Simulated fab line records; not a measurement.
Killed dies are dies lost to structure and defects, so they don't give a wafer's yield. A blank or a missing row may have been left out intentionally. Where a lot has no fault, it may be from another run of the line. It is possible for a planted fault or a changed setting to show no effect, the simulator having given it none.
Matching of chambers -- flow n5-finfet -- N5_BEOL_M3_PECVD_72 on pecvd-02: 3 sister chambers
The step deposits SiO2 from TEOS/O2, target thk 16 nm, time 18 s. 6 wafers are shown with their chamber, then 12 later ones without.

WAFERS, EACH WITH ITS CHAMBER
wafer,chamber,showerhead-plenum-p-Torr (Torr),throttle-valve-pct (%)
L091.2,2,8.78,22.0
L091.5,1,8.83,22.5
L091.6,2,8.78,22.0
L090.1,0,8.88,22.5
L090.4,0,8.91,22.3
L090.6,1,8.84,22.3

WAFERS WITHOUT THEIR CHAMBER
wafer,showerhead-plenum-p-Torr (Torr),throttle-valve-pct (%)
L094.2,8.84,22.5
L094.3,8.78,22.1
L094.4,8.87,22.1
L093.2,8.89,22.3
L093.3,8.84,22.4
L093.4,8.88,22.3
L096.1,8.86,22.5
L096.2,8.89,22.2
L096.4,8.84,22.7
L097.3,8.83,22.6
L097.4,8.78,22.4
L097.5,8.90,22.5

THE CHAMBER EACH PASSED THROUGH
wafer,from the rows above,in truth
L094.2,1,1
L094.3,2,2
L094.4,can't be placed: 0 or 1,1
L093.2,0,0
L093.3,1,1
L093.4,0,0
L096.1,can't be placed: 1 or 0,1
L096.2,0,0
L096.4,1,1
L097.3,1,1
L097.4,can't be placed: 2 or 1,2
L097.5,0,0
9 of 12 placed correctly. Can't be placed from these rows: 3 (the true chamber is among the candidates in 3). 0 placed wrongly.
How it was worked out, from the rows above alone: a wafer's distance from a chamber is the root of the sum, over the readings, of the square of ((its reading less the chamber's mean) divided by the reading's scatter). If the next closest chamber is less than 2 further off than the closest, the wafer can't be placed; otherwise it belongs to the closest. For every chamber, the mean is computed from those of its wafers that are shown. The scatter is the square root of a quotient: the sum, over the shown wafers, of each reading's squared deviation from its chamber's mean, divided by wafers minus chambers.
